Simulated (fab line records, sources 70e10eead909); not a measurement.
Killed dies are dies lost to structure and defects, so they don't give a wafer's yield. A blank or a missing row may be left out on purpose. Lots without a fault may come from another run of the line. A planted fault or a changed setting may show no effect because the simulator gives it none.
Which tool did it? | flow nand_harc | 7 lots, 21 wafers sampled, at 3 steps of a route of 1302

WHAT THE GAUGES READ, wafer by wafer
NHARC_P_GATE_CD_MEAS_26: target cd 120 nm.
lot  | measured     | on        | cd_nm (nm)
L258 | day 5 12:46  | cd_sem-03 | 119.1 119.4 119.7
L262 | day 7 02:38  | cd_sem-03 | 120.3 120.4 119.7
L266 | day 8 15:37  | cd_sem-01 | 120.2 119.7 119.9
L269 | day 11 01:40 | cd_sem-02 | 120.7 120.2 120.1
L276 | day 13 06:12 | cd_sem-03 | 119.5 119.8 119.9
L278 | day 14 00:08 | cd_sem-01 | 120.8 119.9 120.8
L280 | day 14 12:04 | cd_sem-03 | 119.8 119.4 120.0

WHICH TOOL RAN EACH LOT (tool, then ch and the chambers of the sampled wafers, then the start)
lot  | NHARC_P_ZERO_WELL_DESCUM_54       | NHARC_P_GATE_PEB_24
L258 | rie_diel-07 ch 0,1,3, day 2 11:56 | litho_track-06 ch 0, day 5 12:41
L262 | rie_diel-04 ch 2,3, day 4 03:54   | litho_track-01 ch 0, day 7 02:34
L266 | rie_diel-01 ch 0,1, day 5 19:56   | litho_track-01 ch 0, day 8 15:32
L269 | rie_diel-04 ch 0,1, day 7 18:47   | litho_track-01 ch 0, day 11 01:35
L276 | rie_diel-04 ch 0,1,2, day 9 23:47 | litho_track-04 ch 0, day 13 06:07
L278 | rie_diel-07 ch 0,2, day 10 19:53  | litho_track-04 ch 0, day 14 00:04
L280 | rie_diel-01 ch 1,2, day 11 15:57  | litho_track-04 ch 0, day 14 11:59
- NHARC_P_ZERO_WELL_DESCUM_54: chemistry O2, time 3 s.
- NHARC_P_GATE_PEB_24: peb time 65 s.

THE ANSWER, worked out from the rows above alone
Rule: what is usual is taken from the lots themselves. Put in order of their means at a reading, lots are off if they are a third of the lots or fewer, leave a main group of 4 or more, and stand apart from it by a gap of 3 or more times the standard deviation of the main group's means; of several such gaps the widest counts. A main group whose means are all the same, to the digits that the tables above print for the reading, isn't used. A lot without any number at a reading at which 4 lots or more have one is off too. The other lots that the step has rows for count as sound.
No lot is off at any reading shown: from this, nothing can be told.

WHAT THE SIMULATOR HAD PUT IN
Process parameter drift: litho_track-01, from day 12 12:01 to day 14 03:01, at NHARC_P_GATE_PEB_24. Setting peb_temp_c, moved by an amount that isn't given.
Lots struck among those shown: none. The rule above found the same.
